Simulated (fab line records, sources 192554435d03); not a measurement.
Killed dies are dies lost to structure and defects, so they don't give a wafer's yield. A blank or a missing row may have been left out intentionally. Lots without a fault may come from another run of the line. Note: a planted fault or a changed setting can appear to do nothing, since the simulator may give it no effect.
2 desks, one fault -- flow n5_finfet -- each desk has only its own numbers; what lay behind them comes last

## TOOL OWNER'S DESK, rie_diel-06
The tool's own readings at N5_BEOL_M2_TRENCH_ETCH_37 (etches SiOC in C4F6/O2, target depth 55.555 nm, time 29.2 s): means of the sampled wafers that have a number, for each lot that ran on this tool. If a lot's mean is further than 4 standard deviations from the usual mean, the lot is out of limits and carries the mark OUT (the distance appears in the brackets).
Columns: A = drypump_motor_current_A at N5_BEOL_M2_TRENCH_ETCH_37, usual 5.7 A; B = oes_product_au at N5_BEOL_M2_TRENCH_ETCH_37, usual 0.83 a.u.; C = rf_fwd_power_W at N5_BEOL_M2_TRENCH_ETCH_37, usual 349.7 W; D = rf_vpp_V at N5_BEOL_M2_TRENCH_ETCH_37, usual 665 V; E = showerhead_plenum_p_Torr at N5_BEOL_M2_TRENCH_ETCH_37, usual 2.85 Torr; F = throttle_valve_pct at N5_BEOL_M2_TRENCH_ETCH_37, usual 20.72 %
lot,first seen here,A,B,C,D,E,F
L618,day 8 10:09,5.1,0.81,349.1,665,2.81,20.78
L621,day 9 08:59,6.1,0.94,351.8,673,2.90,20.45
L622,day 9 14:36,5.4,0.79,286.4 (-45) OUT,730 (+4.1) OUT,2.82,20.74
L628,day 10 17:28,5.3,0.82,285.5 (-46) OUT,753 (+5.5) OUT,2.82,20.54
Finding of this desk: L622, L628 out of limits; the first was L622 at day 9 14:36, on rf_fwd_power_W at N5_BEOL_M2_TRENCH_ETCH_37. In limits: L618, L621.

## METROLOGY DESK
Lot by lot, what the gauges showed, no matter which tool ran the lot: averages of those sampled wafers that carry a number. If a lot's mean is further than 4 standard deviations from the usual mean, the lot is out of limits and carries the mark OUT (the distance appears in the brackets). Readings shown: 7 of its 11, picked as those furthest out on some lot.
Columns: A = trench_depth_nm at N5_BEOL_M2_OCD_MEAS_38, usual 55.3 nm; B = DIBL_P at N5_BEOL_M4_RC_MEAS_101, usual 37 mV/V; C = IOFF_P at N5_BEOL_M4_RC_MEAS_101, usual 0.21 nA/um; D = ION_N at N5_BEOL_M4_RC_MEAS_101, usual 674 uA/um; E = ION_P at N5_BEOL_M4_RC_MEAS_101, usual 459 uA/um; F = VT_N at N5_BEOL_M4_RC_MEAS_101, usual 250 mV; G = VT_P at N5_BEOL_M4_RC_MEAS_101, usual -251 mV
lot,first seen here,A,B,C,D,E,F,G
L616,day 8 00:41,54.4,34,0.16,660,451,255,-254
L618,day 8 10:18,55.9,37,0.19,669,455,251,-253
L621,day 9 09:09,56.2,34,0.16,660,448,255,-257
L623,day 9 11:58,55.2,37,0.22,688,464,247,-250
L622,day 9 14:46,50.6,38,0.21,674,452,250,-252
L628,day 10 17:38,53.1,37,0.21,671,460,250,-251
L626,day 10 17:38,54.3,39,0.24,695,472,246,-250
L632,day 11 18:27,56.3,38,0.22,672,457,248,-251
L635,day 12 17:21,54.8,37,0.19,668,455,252,-253
Result from this desk: across the 9 lots, nothing is out of limits.

## TAKEN TOGETHER
An alarm could have come from the tool owner's desk at day 9 14:36, on L622, L628.
Nothing out of limits was seen by the metrology desk.
The metrology desk has L622, L628 on record, within its limits.
Of the lots named, all ran N5_BEOL_M2_TRENCH_ETCH_37 on rie_diel-06.

## WHAT THE SIMULATOR PUT IN
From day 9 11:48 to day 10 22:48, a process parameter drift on rie_diel-06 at N5_BEOL_M2_TRENCH_ETCH_37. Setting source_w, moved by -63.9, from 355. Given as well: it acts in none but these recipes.
Shown lots that were struck: L622, L628.
Delay in hours, fault start to first out-of-limits reading, by desk: the tool owner's desk at 3.
